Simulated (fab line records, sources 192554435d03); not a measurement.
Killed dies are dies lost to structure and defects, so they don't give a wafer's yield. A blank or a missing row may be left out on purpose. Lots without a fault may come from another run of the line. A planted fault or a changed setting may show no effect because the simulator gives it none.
Problem report in the 8D (eight disciplines) form, filled by code | flow n5_finfet | the parts of the form that need people (team, actions taken, sign-off) are left out

1. THE PROBLEM
oes_product_au at N5_DUMMY_GATE_ETCH_32 reads a mean of 1.259 a.u. on 2 wafers of 2 lots; wafers without a fault read 0.990 a.u. with a standard deviation of 0.021. That is +13 standard deviations from the usual mean.
The step: etches SiO2 in CF4, target depth 3.5 nm, time 3.9 s.
First seen on wafer L621.5, day 5 17:15, on rie_si-01. The record holds 36 wafers of 14 lots with a number at this step. Rule for "out", or "out of limits": more than 4 standard deviations from the usual mean. The other wafers with a number count as sound.

2. WHAT IT IS AND WHAT IT IS NOT
question                    | is               | is not
which readings at this step | oes_product_au   | drypump_motor_current_A, throttle_valve_pct
which lots                  | L621, L624       | L610, L611, L612, L613, L614, L615, L616, L617, L618, L619, L630, L631
which wafers of those lots  | L621.5, L624.2   | L621.4, L624.4
read on which tools         | rie_si-01        | rie_si-03, rie_si-05
when                        | from day 5 17:15 | up to then (27 sound wafers); but 7 sound wafers of L624, L630, L631 came after

3. SUSPECTS, AND WHAT RULES EACH OUT
Counting: a tool at a process step up to the reading stays a suspect if it ran every lot that is out. Sound lots after the first of them don't rule it out here, since some wafers of a struck lot are sound.
- rie_si-01 at N5_DUMMY_GATE_ETCH_32 (etches SiO2 in CF4, target depth 3.5 nm, time 3.9 s): kept. It ran every lot that is out, first L621 (day 5 17:15); its last sound lot up to then is L617 (day 4 20:29). Its own readings are out on those wafers: oes_product_au.
- Within rie_si-01 at N5_DUMMY_GATE_ETCH_32: the wafers that are out ran in chamber 1; their sound lot-mates ran in chambers 0, 2.
Left after counting: rie_si-01 at N5_DUMMY_GATE_ETCH_32.

4. THE CAUSE (what the simulator had put in)
Process parameter drift: rie_si-01, from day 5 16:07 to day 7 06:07, at N5_DUMMY_GATE_ETCH_32. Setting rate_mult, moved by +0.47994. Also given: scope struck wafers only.
Counting left only this tool.

5. THE CHAIN OF EFFECTS, in route order
Each row: a reading whose mean over the struck wafers that have a number lies more than 3 standard deviations from the usual. Only readings for which the record gives a usual standard deviation are gone through. hours: the time from each lot's start at the first step in this table that gives one to its start at this step, as a median over the lots. sigmas: the change in usual standard deviations.
hours | step                  | reading        | usual      | on struck wafers | change | sigmas
0     | N5_DUMMY_GATE_ETCH_32 | oes_product_au | 0.990 a.u. | 1.259            | +0.269 | +13
The process steps in it:
- N5_DUMMY_GATE_ETCH_32: etches SiO2 in CF4, target depth 3.5 nm, time 3.9 s.
Later measuring or inspecting steps at which every struck wafer that the step has a row for has a number for every such reading, and none has moved that far: N5_DUMMY_GATE_INSPECT_27, N5_SPACER0_INSPECT_04.

6. WHAT WOULD HAVE CAUGHT IT SOONER
In this record the first reading out of limits was taken at day 5 17:15, 1 hour after the fault began at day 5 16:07.
